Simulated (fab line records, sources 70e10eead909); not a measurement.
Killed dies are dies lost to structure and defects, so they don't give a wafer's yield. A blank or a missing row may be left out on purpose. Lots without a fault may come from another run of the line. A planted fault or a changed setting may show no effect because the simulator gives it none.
fab line records | flow nand_harc
record lots=13 wafers=39 last_day=33
route steps=1302 shown A_STAIRCASE@668
lots that met no fault: from a run of the same line without faults
start_h: hours from the record's first day to the start of the lot's first wafer shown | wait_h: hours since the lot's step before | " the same as in the row above | L1.1+2: a row that stands for several wafers | - no value, or no start given | * or withheld: withheld | < > ~ a bound
route shown NAME@n: a module of which the file shows steps, and the number in the route of the first | usual: mean/standard deviation of fault-free wafers | same: alike in all rows | chamber/n: place in a boat | sites: the reading at each site | _std_site: their standard deviation | _edge_site: outer sites' mean less inner sites' | radius_mm: how far each site lies from the wafer's centre | mask NAME#n: copy n | behind: the tool/chamber that last shaped the wafer | hold: why the lot was held/for how many hours/how that ended | device: the transistor (n, p or np) that didn't switch | end of line: the same wafers' tests at the end of the route | a step without rows: its recipe alone | killed: dies lost to structure and defects at the first sort, not the wafer's yield | map: a wafer's dies, x killed, . not, _ none there
set.NAME: the setting as run; set.NAME@STEP: as run at that earlier step | model.NAME: the simulator's own value behind a step, which no gauge read
steps of the route over a sample of lots; a table a step, a row a wafer
services: from which hour (start_h, from the record's first day; less than 0 if before it) a tool's chamber was out of use, for how many hours, and why
## steps
# step NHARC_A_STAIRCASE_TRIM_12
# recipe time_s=211.2 o2_flow_sccm=500 ar_flow_sccm=0 bias_w=0 chemistry=O2
# usual drypump_motor_current_A=5.7/0.38 oes_product_au=1.006/0.016 rf_vpp_V=57.8/0.85 run_length_s=232.4/0.59 showerhead_plenum_p_Torr=3.55/0.098 throttle_valve_pct=17.037/0.0092
# columns lot.wafer tool chamber start_h wait_h drypump_motor_current_A oes_product_au rf_hours_counter_h rf_vpp_V run_length_s showerhead_plenum_p_Torr throttle_valve_pct
L513.2 rie_diel-12 0 374.53 0.1 6.0 0.993 35 57.6 231.6 3.55 17.030
L513.4 " 1 " " 6.3 1.011 22 57.0 232.3 3.53 17.025
L513.1 " 2 " " 5.4 1.019 33 58.7 232.8 3.63 17.035
L512.2 rie_diel-06 2 378.02 0.1 5.3 0.985 17 57.6 233.2 3.60 17.031
L512.4 " 0 " " 6.0 1.019 18 58.4 232.1 3.56 17.034
L512.5 " 3 " " 5.2 1.014 - 59.2 232.5 3.51 17.021
L515.3 rie_diel-05 1 386.05 0.1 6.4 0.985 51 57.3 233.2 3.74 17.034
L515.1 " 0 " " 5.7 1.030 49 57.4 232.6 3.42 17.035
L515.5 " 1 " " 6.4 0.990 - 57.4 233.0 3.74 17.039
L517.1 rie_diel-06 3 407.46 0.1 5.2 1.021 28 57.1 232.0 3.50 17.032
L517.2 " 0 " " 6.1 1.012 27 57.6 232.6 3.56 17.018
L517.6 " 2 " " 5.3 0.966 - 59.4 233.3 3.60 17.025
L518.3 rie_diel-06 3 427.53 0.1 5.2 1.029 33 56.7 232.0 3.50 17.038
L518.2 " 1 " " 5.9 1.012 33 56.3 231.9 3.46 17.029
L518.6 " 0 " " 6.1 1.021 - 57.9 232.2 3.55 17.047
L519.4 rie_diel-06 3 427.71 0.1 5.2 1.019 34 57.7 232.0 3.50 17.036
L519.2 " 1 " " 5.9 1.009 34 57.5 231.9 3.46 17.047
L519.1 " 2 " " 5.3 0.984 32 58.7 233.2 3.59 17.055
L520.3 rie_diel-06 0 447.20 0.1 6.1 1.013 38 58.0 232.6 3.55 17.041
L520.4 " 2 " " 5.3 0.970 35 58.0 233.1 3.59 17.026
L520.1 " 3 " " 5.2 1.017 37 56.6 231.8 3.50 17.039
L521.4 rie_diel-06 1 462.84 0.1 5.9 1.006 45 59.0 231.6 3.45 17.042
L521.2 " 2 " " 5.3 0.971 42 57.6 233.5 3.59 17.047
L521.6 " 1 " " 5.9 1.016 - 57.4 231.8 3.45 17.044
L522.3 rie_diel-12 1 463.08 0.1 6.3 1.034 4 56.9 232.3 3.51 17.040
L522.6 " 1 " " 6.3 1.024 - 57.9 232.4 3.51 17.036
L522.5 " 2 " " 5.4 1.009 - 58.2 232.5 3.62 17.027
L527.3 rie_diel-05 1 510.38 0.1 6.3 0.989 32 57.7 233.5 3.72 17.037
L527.1 " 0 " " 5.7 1.005 34 55.7 232.6 3.40 17.053
L527.4 " 3 " " 5.5 1.005 - 56.9 232.0 3.48 17.029
L531.1 rie_diel-06 2 544.76 0.1 5.3 0.986 14 57.7 233.3 3.57 17.025
L531.2 " 1 " " 5.9 1.013 15 57.8 231.5 3.44 17.044
L531.6 " 3 " " 5.2 1.013 - 56.5 232.0 3.48 17.034
L533.2 rie_diel-06 0 559.01 0.1 6.1 1.025 20 57.4 232.1 3.53 17.053
L533.3 " 2 " " 5.3 0.981 21 57.8 233.5 3.57 17.053
L533.5 " 3 " " 5.2 1.009 - 57.7 231.9 3.48 17.040
L534.3 rie_diel-12 3 581.99 0.1 5.2 0.994 44 58.3 232.6 3.55 17.057
L534.4 " 0 " " 6.0 0.997 47 59.9 231.5 3.51 17.018
L534.6 " 3 " " 5.2 0.997 - 56.5 232.9 3.55 17.042
# step NHARC_A_STAIRCASE_TRIM_16
# recipe time_s=211.2 o2_flow_sccm=500 ar_flow_sccm=0 bias_w=0 chemistry=O2
# usual drypump_motor_current_A=5.7/0.39 oes_product_au=1.006/0.016 rf_vpp_V=57.9/0.8 run_length_s=232.5/0.59 showerhead_plenum_p_Torr=3.56/0.1 throttle_valve_pct=17.037/0.0091
# columns lot.wafer tool chamber start_h wait_h drypump_motor_current_A oes_product_au rf_hours_counter_h rf_vpp_V run_length_s showerhead_plenum_p_Torr throttle_valve_pct
L513.2 rie_diel-12 1 375.16 - 6.3 1.015 22 57.3 232.6 3.53 17.040
L513.4 " 2 " " 5.4 1.021 33 58.0 232.5 3.63 17.037
L513.1 " 3 " " 5.1 1.002 32 57.4 232.6 3.59 17.043
L512.2 rie_diel-06 2 378.48 - 5.3 0.992 17 59.0 233.2 3.60 17.045
L512.4 " 0 " " 6.1 1.026 18 58.5 232.3 3.56 17.032
L512.5 " 3 " " 5.2 1.018 - 59.2 231.7 3.51 17.028
L515.3 rie_diel-05 2 386.53 - 5.7 1.021 47 59.4 232.6 3.78 17.032
L515.1 " 3 " " 5.5 0.986 47 57.9 231.8 3.50 17.032
L515.5 " 2 " " 5.7 1.024 - 57.4 232.4 3.78 17.036
L517.1 rie_diel-06 3 408.17 - 5.2 1.023 29 59.2 231.9 3.50 17.044
L517.2 " 0 " " 6.1 1.012 28 57.2 232.5 3.56 17.055
L517.6 " 2 " " 5.3 0.983 - 57.8 233.3 3.60 17.033
L518.2 rie_diel-06 0 428.06 - 6.1 1.018 35 57.0 232.3 3.55 17.041
L518.3 " 2 " " 5.2 0.980 33 56.6 233.2 3.59 17.043
L518.6 " 1 " " 5.9 0.994 - 57.1 232.3 3.46 17.055
L519.2 rie_diel-06 2 428.25 - 5.3 0.982 33 57.7 233.6 3.59 17.033
L519.1 " 3 " " 5.2 1.010 34 56.1 231.6 3.50 17.026
L519.4 " 1 " " 5.8 1.009 34 58.4 231.7 3.46 17.033
L520.1 rie_diel-06 2 447.67 - 5.3 0.969 35 58.0 233.1 3.59 17.045
L520.4 " 0 " " 6.1 1.005 38 59.1 232.2 3.55 17.044
L520.3 " 1 " " 5.9 1.008 37 57.0 231.9 3.46 17.045
L521.2 rie_diel-06 2 463.29 - 5.3 0.976 42 58.6 233.3 3.59 17.021
L521.4 " 0 " " 6.1 1.004 49 57.8 232.5 3.54 17.037
L521.6 " 3 " " 5.2 1.017 - 56.3 232.0 3.49 17.049
L522.3 rie_diel-12 1 463.54 - 6.3 1.022 4 57.6 232.3 3.51 17.028
L522.5 " 1 " " 6.3 1.029 - 58.9 232.0 3.51 17.032
L522.6 " 2 " " 5.4 1.027 - 58.7 232.8 3.61 17.033
L527.4 rie_diel-05 1 515.18 - 6.3 0.974 36 58.2 233.1 3.72 17.037
L527.1 " 2 " " 5.7 1.022 28 58.1 232.6 3.76 17.029
L527.3 " 0 " " 5.6 1.005 38 59.4 150.5 3.40 17.035
L531.2 rie_diel-06 0 545.23 - 6.1 1.034 15 58.4 232.7 3.53 17.037
L531.1 " 2 " " 5.3 0.979 15 58.4 233.5 3.57 17.043
L531.6 " 0 " " 6.1 1.023 - 57.5 232.7 3.53 17.041
L533.3 rie_diel-06 3 559.49 - 5.2 1.004 20 57.3 231.9 3.48 17.030
L533.2 " 0 " " 6.1 1.025 20 57.7 232.1 3.53 17.042
L533.5 " 2 " " 5.3 0.975 - 57.5 233.5 3.57 17.030
L534.4 rie_diel-12 3 582.45 - 5.1 0.993 45 56.8 232.6 3.55 17.026
L534.3 " 1 " " 6.2 1.012 47 56.7 232.3 3.49 17.046
L534.6 " 0 " " 6.0 0.992 - 58.3 231.5 3.51 17.048
# step NHARC_A_STAIRCASE_TRIM_20
# recipe time_s=211.2 o2_flow_sccm=500 ar_flow_sccm=0 bias_w=0 chemistry=O2
# usual drypump_motor_current_A=5.7/0.39 oes_product_au=1.006/0.016 rf_vpp_V=57.8/0.83 run_length_s=232.4/0.6 showerhead_plenum_p_Torr=3.55/0.091 throttle_valve_pct=17.037/0.0098
# columns lot.wafer tool chamber start_h wait_h drypump_motor_current_A oes_product_au rf_hours_counter_h rf_vpp_V run_length_s showerhead_plenum_p_Torr throttle_valve_pct
L513.1 rie_diel-12 0 375.72 0.1 6.0 0.996 36 56.8 232.1 3.55 17.028
L513.4 " 1 " " 6.3 1.015 23 58.4 232.0 3.53 17.036
L513.2 " 3 " " 5.2 0.996 32 58.0 232.2 3.59 17.035
L512.4 rie_diel-06 2 379.04 0.1 5.3 0.992 17 59.0 233.9 3.60 17.044
L512.2 " 3 " " 5.2 1.015 19 58.3 232.0 3.51 17.043
L512.5 " 3 " " 5.2 1.008 - 57.3 231.6 3.51 17.041
L515.1 rie_diel-06 1 387.12 0.1 5.9 1.005 20 57.5 231.6 3.47 17.027
L515.3 " 2 " " 5.3 0.966 22 58.0 233.2 3.60 17.024
L515.5 " 0 " " 6.0 1.005 - 57.5 232.3 3.56 17.024
L517.1 rie_diel-06 1 409.05 0.1 5.9 1.011 27 57.9 231.9 3.46 17.039
L517.2 " 2 " " 5.4 0.967 28 57.2 233.5 3.59 17.029
L517.6 " 0 " " 6.1 1.019 - 57.4 232.1 3.55 17.027
L518.3 rie_diel-06 3 428.66 0.1 5.2 1.006 34 58.1 231.7 3.50 17.037
L518.2 " 0 " " 6.1 1.016 36 58.1 232.2 3.55 17.045
L518.6 " 0 " " 6.1 1.012 - 55.7 232.7 3.55 17.041
L519.1 rie_diel-12 0 428.99 0.1 6.0 0.990 52 56.8 231.6 3.54 17.042
L519.2 " 1 " " 6.3 1.010 44 56.9 232.2 3.52 17.023
L519.4 " 2 " " 5.4 1.028 53 59.8 232.4 3.62 17.045
L520.4 rie_diel-05 1 448.23 0.1 6.3 1.000 9 58.8 233.2 3.73 17.043
L520.1 " 2 " " 5.7 1.016 9 56.9 232.6 3.77 17.045
L520.3 " 3 " " 5.5 0.991 11 57.4 231.9 3.49 17.053
L521.2 rie_diel-06 1 463.85 0.1 5.9 1.016 45 57.4 231.9 3.45 17.043
L521.4 " 3 " " 5.2 1.020 47 57.4 231.7 3.49 17.025
L521.6 " 1 " " 5.9 1.000 - 57.0 231.9 3.45 17.035
L522.3 rie_diel-12 3 464.10 0.1 5.2 1.015 6 57.6 232.3 3.57 17.038
L522.5 " 3 " " 5.2 1.007 - 57.2 233.0 3.57 17.010
L522.6 " 0 " " 6.0 1.002 - 57.7 231.8 3.53 17.040
L527.3 rie_diel-05 3 515.75 0.1 5.5 0.991 37 57.6 232.1 3.48 17.019
L527.4 " 1 " " 6.3 0.994 36 57.6 233.7 3.72 17.039
L527.1 " 2 " " 5.7 1.021 28 59.1 232.4 3.76 17.047
L531.2 rie_diel-06 2 545.80 0.1 5.3 0.981 15 57.7 233.5 3.57 17.034
L531.1 " 3 " " 5.2 1.008 15 57.5 232.3 3.48 17.027
L531.6 " 1 " " 5.9 1.013 - 57.1 231.6 3.44 17.048
L533.2 rie_diel-06 1 560.23 0.1 5.9 1.021 22 56.4 231.7 3.44 17.041
L533.3 " 0 " " 6.1 1.025 20 58.4 232.1 3.53 17.042
L533.5 " 2 " " 5.3 0.979 - 58.5 233.9 3.57 17.037
L534.3 rie_diel-05 1 583.04 0.1 6.4 1.003 61 58.4 233.0 3.70 17.050
L534.6 " 3 " " 5.5 0.994 - 58.8 232.0 3.46 17.041
L534.4 " 2 " " 5.7 1.036 - 57.7 232.5 3.74 17.038
# step NHARC_A_STAIRCASE_TRIM_26
# recipe time_s=211.2 o2_flow_sccm=500 ar_flow_sccm=0 bias_w=0 chemistry=O2
# usual drypump_motor_current_A=5.7/0.39 oes_product_au=1.005/0.016 rf_vpp_V=57.7/0.8 run_length_s=232.4/0.57 showerhead_plenum_p_Torr=3.55/0.09 throttle_valve_pct=17.036/0.0093
# columns lot.wafer tool chamber start_h wait_h drypump_motor_current_A oes_product_au rf_hours_counter_h rf_vpp_V run_length_s showerhead_plenum_p_Torr throttle_valve_pct
L513.1 rie_diel-12 3 - - 5.2 1.002 33 58.6 232.2 3.59 17.035
L513.4 " 1 " " 6.3 1.011 23 57.1 232.2 3.53 17.039
L513.2 " 2 " " 5.4 1.021 34 57.9 232.6 3.63 17.034
L512.2 rie_diel-06 3 - - 5.2 1.017 20 58.2 231.6 3.51 17.051
L512.4 " 0 " " 6.1 1.011 19 57.3 232.6 3.56 17.049
L512.5 " 2 " " 5.3 0.982 - 57.8 233.1 3.60 17.038
L515.3 rie_diel-06 1 - - 5.9 1.011 21 58.0 232.0 3.47 17.037
L515.1 " 0 " " 6.1 1.004 21 56.4 232.8 3.56 17.048
L515.5 " 1 " " 5.9 1.006 - 57.9 232.2 3.47 17.007
L517.1 rie_diel-06 3 - - 5.2 1.024 31 57.4 231.6 3.50 17.028
L517.2 " 0 " " 6.1 1.019 32 56.8 232.6 3.55 17.029
L517.6 " 3 " " 5.2 1.020 - 56.3 232.1 3.50 17.029
L518.3 rie_diel-06 3 - - 5.2 1.022 35 57.3 232.2 3.50 17.041
L518.2 " 0 " " 6.1 1.019 36 56.2 232.2 3.55 17.046
L518.6 " 2 " " 5.3 0.988 - 57.4 233.2 3.59 17.040
L519.2 rie_diel-12 0 - - 6.0 0.995 53 56.4 231.7 3.54 17.030
L519.4 " 1 " " 6.3 1.019 44 57.4 232.2 3.52 17.051
L519.1 " 2 " " 5.4 1.014 53 58.3 232.4 3.62 17.038
L520.1 rie_diel-05 2 - - 5.7 1.009 9 58.4 232.6 3.77 17.046
L520.4 " 3 " " 5.5 0.996 11 58.5 231.8 3.49 17.035
L520.3 " 0 " " 5.7 1.012 12 57.2 232.9 3.41 17.020
L522.3 rie_diel-12 2 - - 5.4 1.019 6 59.7 232.5 3.61 17.045
L522.5 " 0 " " 6.0 0.995 - 57.6 232.2 3.53 17.031
L522.6 " 1 " " 6.3 1.022 - 57.4 232.4 3.51 17.040
L521.2 rie_diel-06 2 - - 5.3 0.960 43 57.1 233.1 3.59 17.032
L521.4 " 3 " " 5.2 1.024 47 57.8 231.6 3.49 17.045
L521.6 " 1 " " 5.9 1.018 - 58.9 231.8 3.45 17.026
L527.4 rie_diel-05 1 - - 6.3 0.984 36 57.4 232.9 3.72 17.034
L527.3 " 2 " " 5.7 1.022 28 59.6 232.3 3.76 17.042
L527.1 " 0 " " 5.6 1.000 39 57.4 232.1 3.40 17.039
L531.2 rie_diel-06 1 - - 5.9 1.026 16 57.1 231.6 3.44 17.058
L531.1 " 2 " " 5.3 0.993 15 57.5 233.2 3.57 17.051
L531.6 " 1 " " 5.9 1.017 - 58.0 231.7 3.44 17.031
L533.3 rie_diel-06 0 - - 6.1 1.019 21 57.8 232.4 3.53 17.032
L533.2 " 1 " " 5.9 1.009 22 57.4 231.6 3.44 17.051
L533.5 " 0 " " 6.1 1.018 - 58.5 232.5 3.53 17.034
L534.3 rie_diel-06 2 - - 5.3 0.984 26 57.8 233.1 3.57 17.016
L534.4 " 2 " " 5.3 0.983 - 57.6 233.3 3.57 17.042
L534.6 " 0 " " 6.1 1.023 - 57.2 232.4 3.53 17.031
## services
# columns tool chamber start_h hours kind
rie_diel-06 0 366.02 - clean
rie_diel-06 1 366.02 - clean
rie_diel-06 2 366.02 - clean
rie_diel-06 3 366.02 - clean
rie_diel-06 0 390.57 - clean
rie_diel-06 1 390.57 - clean
rie_diel-06 2 390.57 - clean
rie_diel-06 3 390.57 - clean
rie_diel-05 - 406.64 9.0 pm
rie_diel-06 0 415.52 - clean
rie_diel-06 1 415.52 - clean
rie_diel-06 2 415.52 - clean
rie_diel-06 3 415.52 - clean
rie_diel-06 0 440.02 - clean
rie_diel-06 1 440.02 - clean
rie_diel-06 2 440.02 - clean
rie_diel-12 - 446.24 9.0 pm
rie_diel-05 - 449.79 0.6 repair
rie_diel-05 0 470.51 4.5 repair
rie_diel-06 - 485.02 9.0 pm
rie_diel-05 2 504.00 8.9 repair
rie_diel-05 0 561.94 66.9 repair
rie_diel-06 3 579.46 15.5 repair
rie_diel-05 - 583.72 9.0 pm
## key
first_sign step=NHARC_A_STAIRCASE_TRIM_16 reading=run_length_s direction=down sigmas=99+ usual=* struck=*
effect none on later readings
met_at NHARC_A_STAIRCASE_TRIM_16
struck_lots L527
struck_wafers L527.3
later_rows_left_out L527.3
sort_left_out L527.3
tester_left_out L527
not_acting_at NHARC_A_STAIRCASE_TRIM_12,NHARC_A_STAIRCASE_TRIM_20,NHARC_A_STAIRCASE_TRIM_26
fault kind=process_parameter_drift tool=rie_diel-05 chamber=0 onset_h=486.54 steps=NHARC_A_STAIRCASE_TRIM_16 channel=time_s offset=* shape=step end_h=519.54 acts_in=* stated=*
# tester_left_out: of these lots the tester's yield and bins aren't shown, on N5 and GAA mostly nor the transistor test; their killed dies are dies lost to structure and defects alone, not to doping, threshold or leakage, so they don't give the yield
# sort_left_out: the simulated sort isn't trusted on such a fault, so these wafers' sort isn't shown, and their yield isn't known
# later_rows_left_out: the simulator's readings of these wafers behind a module that went badly wrong aren't trusted and aren't shown, but for the sort
